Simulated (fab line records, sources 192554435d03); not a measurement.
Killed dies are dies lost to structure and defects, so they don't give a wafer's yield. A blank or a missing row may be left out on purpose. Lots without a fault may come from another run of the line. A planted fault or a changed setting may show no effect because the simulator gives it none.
Chamber matching | flow n5_finfet | N5_BEOL_M5_VIA_ETCH_34 on rie_diel-05: 4 sister chambers
The step etches SiCOH lowk in C4F6/O2, target depth 88.3 nm, time 39.2 s. 16 wafers are shown with their chamber, then 8 later ones without.

WAFERS WITH THEIR CHAMBER
wafer  | chamber | throttle_valve_pct (%) | rf_vpp_V (V) | showerhead_plenum_p_Torr (Torr)
L077.2 | 0       | 20.95                  | 630          | 2.75
L077.3 | 2       | 20.36                  | 677          | 2.87
L077.6 | 0       | 20.95                  | 629          | 2.75
L083.2 | 2       | 20.37                  | 675          | 2.86
L083.3 | 0       | 20.97                  | 629          | 2.75
L083.5 | 2       | 20.36                  | 675          | 2.86
L085.1 | 1       | 20.66                  | 663          | 2.89
L085.4 | 0       | 20.98                  | 628          | 2.74
L085.5 | 0       | 21.00                  | 627          | 2.74
L089.1 | 3       | 20.87                  | 667          | 2.90
L089.3 | 1       | 20.67                  | 661          | 2.88
L089.5 | 3       | 20.89                  | 665          | 2.90
L091.2 | 2       | 20.38                  | 674          | 2.85
L091.4 | 1       | 20.68                  | 661          | 2.88
L091.6 | 2       | 20.38                  | 675          | 2.85
L094.1 | 0       | 21.01                  | 629          | 2.74

SIGNATURES (means of the wafers above)
reading                  | chamber 0 | chamber 1 | chamber 2 | chamber 3 | scatter within a chamber
throttle_valve_pct       | 20.9767   | 20.6700   | 20.3700   | 20.8800   | 0.0181
rf_vpp_V                 | 628.67    | 661.67    | 675.20    | 666.00    | 1.11
showerhead_plenum_p_Torr | 2.7450    | 2.8833    | 2.8580    | 2.9000    | 0.00643
Rule: a wafer's distance from a chamber is the root of the sum, over the readings, of the square of ((its reading less the chamber's mean) divided by the reading's scatter). The wafer belongs to the nearest chamber; if the next one is less than 2 further off, it can't be placed. The scatter: the root of (the sum of the squares of (reading less its chamber's mean) over the shown wafers, divided by (wafers less chambers)).

WAFERS WITHOUT THEIR CHAMBER
wafer  | throttle_valve_pct (%) | rf_vpp_V (V) | showerhead_plenum_p_Torr (Torr)
L094.4 | 20.89                  | 664          | 2.90
L094.5 | 20.87                  | 665          | 2.90
L097.3 | 20.90                  | 664          | 2.90
L097.4 | 21.02                  | 628          | 2.74
L097.5 | 20.41                  | 675          | 2.85
L096.2 | 20.89                  | 666          | 2.90
L096.4 | 20.68                  | 661          | 2.88
L096.5 | 20.39                  | 676          | 2.85

WHICH CHAMBER EACH WENT THROUGH
wafer  | from the rows above | in truth
L094.4 | 3                   | 3
L094.5 | 3                   | 3
L097.3 | 3                   | 3
L097.4 | 0                   | 0
L097.5 | 2                   | 2
L096.2 | 3                   | 3
L096.4 | 1                   | 1
L096.5 | 2                   | 2
Placed correctly: 8 of 8. Can't be placed from these rows: 0. Placed wrongly: 0.
